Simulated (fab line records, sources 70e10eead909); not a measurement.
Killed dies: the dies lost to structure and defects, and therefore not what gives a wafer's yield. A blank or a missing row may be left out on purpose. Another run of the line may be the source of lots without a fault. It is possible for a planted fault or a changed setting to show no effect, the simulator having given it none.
Chamber matching || flow nand-harc || rie-diel-12 running NHARC_P_GATE_DESCUM_13: 4 sister chambers
The step chemistry O2, time 3 s. 4 wafers are shown with their chamber, then 9 later ones without.

== WAFERS PAIRED WITH THEIR CHAMBERS ==
{"wafer": "L081.5", "chamber": 1, "drypump-motor-current-A (A)": 5.8}
{"wafer": "L082.4", "chamber": 2, "drypump-motor-current-A (A)": 5.6}
{"wafer": "L083.2", "chamber": 0, "drypump-motor-current-A (A)": 6.0}
{"wafer": "L083.5", "chamber": 3, "drypump-motor-current-A (A)": 5.1}

== WAFERS WITHOUT THEIR CHAMBER ==
{"wafer": "L084.1", "drypump-motor-current-A (A)": 5.6}
{"wafer": "L084.2", "drypump-motor-current-A (A)": 6.0}
{"wafer": "L084.3", "drypump-motor-current-A (A)": 5.1}
{"wafer": "L085.1", "drypump-motor-current-A (A)": 5.8}
{"wafer": "L085.3", "drypump-motor-current-A (A)": 5.6}
{"wafer": "L085.6", "drypump-motor-current-A (A)": 5.9}
{"wafer": "L091.2", "drypump-motor-current-A (A)": 5.1}
{"wafer": "L091.3", "drypump-motor-current-A (A)": 5.8}
{"wafer": "L091.6", "drypump-motor-current-A (A)": 5.9}

== EACH ONE'S CHAMBER ==
{"wafer": "L084.1", "from the rows above": 2, "in truth": 2}
{"wafer": "L084.2", "from the rows above": 0, "in truth": 0}
{"wafer": "L084.3", "from the rows above": 3, "in truth": 3}
{"wafer": "L085.1", "from the rows above": 1, "in truth": 1}
{"wafer": "L085.3", "from the rows above": 2, "in truth": 2}
{"wafer": "L085.6", "from the rows above": "can't be placed: 0 or 1", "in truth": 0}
{"wafer": "L091.2", "from the rows above": 3, "in truth": 3}
{"wafer": "L091.3", "from the rows above": 1, "in truth": 1}
{"wafer": "L091.6", "from the rows above": "can't be placed: 0 or 1", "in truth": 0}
7 of 9 placed correctly. Can't be placed from these rows: 2 (the true chamber is among the candidates in 2). Number placed wrongly: 0.
How it was worked out, from the rows above alone: a wafer's distance from a chamber is the root of the sum, over the readings, of the square of ((its reading less the chamber's mean) divided by the reading's scatter). The wafer belongs to the nearest chamber; if the next one is less than 2 further off, it can't be placed. A chamber's mean is the mean of its shown wafers. The scatter: root of mean squared gap, hidden wafer to nearest shown wafer, with one shown wafer a chamber.
